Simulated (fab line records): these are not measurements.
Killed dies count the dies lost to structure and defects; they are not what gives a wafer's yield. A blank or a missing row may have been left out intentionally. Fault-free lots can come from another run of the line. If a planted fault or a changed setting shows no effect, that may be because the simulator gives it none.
One fault through the eyes of 2 desks -- flow n5 finfet -- only its own numbers are on each desk; what lay behind them is given at the end

## AT THE METROLOGY DESK
What the gauges read for every lot (on any tool): the sampled wafers with a number, averaged. Marked OUT: a lot whose mean sits more than 4 standard deviations from the usual mean, which makes it out of limits; the brackets give that distance. It has 10 readings; the 7 that lie furthest out on some lot are the ones shown.
Columns: A = DIBL_N at N5_BEOL_M4_RC_MEAS_101, usual 36.5 mV/V; B = DIBL_P at N5_BEOL_M4_RC_MEAS_101, usual 36.6 mV/V; C = IOFF_N at N5_BEOL_M4_RC_MEAS_101, usual 0.17 nA/um; D = ION_N at N5_BEOL_M4_RC_MEAS_101, usual 674 uA/um; E = ION_P at N5_BEOL_M4_RC_MEAS_101, usual 462 uA/um; F = VT_N at N5_BEOL_M4_RC_MEAS_101, usual 250 mV; G = VT_P at N5_BEOL_M4_RC_MEAS_101, usual -250 mV
lot,first seen here,A,B,C,D,E,F,G
L311,day 10 06:14,36.9,35.7,0.18,675,468,251,-247
L313,day 11 21:47,35.6,35.6,0.14,673,460,255,-253
L317,day 12 06:25,37.4,37.0,0.15,656,455,253,-248
L318,day 12 12:02,35.9,36.9,0.17,675,460,251,-254
L323,day 14 08:53,34.6,34.7,0.15,663,456,252,-253
This desk's verdict: no lot among the 5 shows anything out of limits.

## FOR THE TOOL OWNER'S DESK: pecvd-03
The tool's own readings at N5_BEOL_M1_PECVD_72 (deposits SiO2 from TEOS/O2, target thk 16 nm, time 18 s): means of the sampled wafers that have a number, for each lot that ran on this tool. Marked OUT: a lot whose mean sits more than 4 standard deviations from the usual mean, which makes it out of limits; the brackets give that distance.
Columns: A = heater power w at N5_BEOL_M1_PECVD_72, usual 811 W; B = showerhead plenum p Torr at N5_BEOL_M1_PECVD_72, usual 8.80 Torr; C = showerhead vpp V at N5_BEOL_M1_PECVD_72, usual 1273 V; D = susceptor temp C at N5_BEOL_M1_PECVD_72, usual 399.96 C; E = throttle valve pct at N5_BEOL_M1_PECVD_72, usual 22.7 %
lot,first seen here,A,B,C,D,E
L311,day 6 21:55,853,8.80,1304,400.09,21.6
L313,day 8 01:26,849,8.81,1311,397.32 (-12) OUT,23.0
L317,day 8 11:04,960,8.82,1275,397.27 (-12) OUT,24.3
L318,day 8 18:02,889,8.76,1301,394.90 (-23) OUT,21.7
Finding of this desk: L313, L317, L318 out of limits; the first was L313 at day 8 01:26, on susceptor temp C at N5_BEOL_M1_PECVD_72. L311 stayed within limits.

## TAKEN TOGETHER
The tool owner's desk could have raised an alarm at day 8 01:26, on L313, L317, L318.
The metrology desk saw nothing out of limits.
The metrology desk holds a record of L313, L317, L318, inside its limits.
All the named lots went through N5_BEOL_M1_PECVD_72 on pecvd-03.

## WHAT HAD BEEN PUT IN BY THE SIMULATOR
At N5_BEOL_M1_PECVD_72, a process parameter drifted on pecvd-03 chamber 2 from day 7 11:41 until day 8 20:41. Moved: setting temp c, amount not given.
Shown lots that were struck: L313, L317, L318.
Hours from the fault's start to each desk's first reading out of limits: the tool owner's desk, 14.
